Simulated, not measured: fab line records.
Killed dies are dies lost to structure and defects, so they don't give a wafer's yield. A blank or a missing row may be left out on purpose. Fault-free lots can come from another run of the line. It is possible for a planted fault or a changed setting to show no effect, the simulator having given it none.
Matching of chambers :: flow n5-finfet :: pecvd-02 running N5_BEOL_M13_DEP_53: 3 sister chambers
The step deposits SiCN from 3MS/NH3, target thk 50 nm, time 17.8 s. 6 wafers are shown with their chamber, then 11 later ones without.

## EACH WAFER AND ITS CHAMBER
wafer: L082.1
chamber: 2
throttle-valve-pct (%): 16.4
showerhead-plenum-p-Torr (Torr): 4.15

wafer: L082.5
chamber: 1
throttle-valve-pct (%): 19.2
showerhead-plenum-p-Torr (Torr): 4.15

wafer: L084.3
chamber: 1
throttle-valve-pct (%): 18.8
showerhead-plenum-p-Torr (Torr): 4.16

wafer: L084.4
chamber: 0
throttle-valve-pct (%): 19.1
showerhead-plenum-p-Torr (Torr): 4.16

wafer: L084.5
chamber: 2
throttle-valve-pct (%): 16.6
showerhead-plenum-p-Torr (Torr): 4.17

wafer: L086.2
chamber: 0
throttle-valve-pct (%): 18.9
showerhead-plenum-p-Torr (Torr): 4.16

## WAFERS WITHOUT THEIR CHAMBER
wafer: L086.5
throttle-valve-pct (%): 19.0
showerhead-plenum-p-Torr (Torr): 4.16

wafer: L086.6
throttle-valve-pct (%): 19.0
showerhead-plenum-p-Torr (Torr): 4.15

wafer: L095.1
throttle-valve-pct (%): 19.1
showerhead-plenum-p-Torr (Torr): 4.15

wafer: L095.4
throttle-valve-pct (%): 18.9
showerhead-plenum-p-Torr (Torr): 4.15

wafer: L095.5
throttle-valve-pct (%): 19.4
showerhead-plenum-p-Torr (Torr): 4.16

wafer: L094.1
throttle-valve-pct (%): 19.1
showerhead-plenum-p-Torr (Torr): 4.16

wafer: L094.2
throttle-valve-pct (%): 18.8
showerhead-plenum-p-Torr (Torr): 4.16

wafer: L094.4
throttle-valve-pct (%): 16.8
showerhead-plenum-p-Torr (Torr): 4.16

wafer: L096.1
throttle-valve-pct (%): 19.2
showerhead-plenum-p-Torr (Torr): 4.14

wafer: L096.2
throttle-valve-pct (%): 19.1
showerhead-plenum-p-Torr (Torr): 4.16

wafer: L096.3
throttle-valve-pct (%): 16.8
showerhead-plenum-p-Torr (Torr): 4.16

## WHICH CHAMBER EACH ONE RAN IN
wafer: L086.5
from the rows above: can't be placed: 0 or 1
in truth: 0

wafer: L086.6
from the rows above: can't be placed: 1 or 0
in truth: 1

wafer: L095.1
from the rows above: can't be placed: 1 or 0
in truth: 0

wafer: L095.4
from the rows above: can't be placed: 1 or 0
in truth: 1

wafer: L095.5
from the rows above: can't be placed: 0 or 1
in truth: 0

wafer: L094.1
from the rows above: can't be placed: 0 or 1
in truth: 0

wafer: L094.2
from the rows above: can't be placed: 0 or 1
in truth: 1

wafer: L094.4
from the rows above: 2
in truth: 2

wafer: L096.1
from the rows above: can't be placed: 1 or 0
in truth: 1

wafer: L096.2
from the rows above: can't be placed: 0 or 1
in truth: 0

wafer: L096.3
from the rows above: 2
in truth: 2
Correct placement for 2 of the 11. These rows do not allow placing 9 (true chamber among the candidates in 9). Placed wrongly: 0.
How it was worked out, from the rows above alone: a wafer's distance from a chamber is the root of the sum, over the readings, of the square of ((its reading less the chamber's mean) divided by the reading's scatter). If the next closest chamber is less than 2 further off than the closest, the wafer can't be placed; otherwise it belongs to the closest. The mean given for a chamber averages the wafers shown for that chamber. The scatter is the square root of a quotient: the sum, over the shown wafers, of each reading's squared deviation from its chamber's mean, divided by wafers minus chambers.
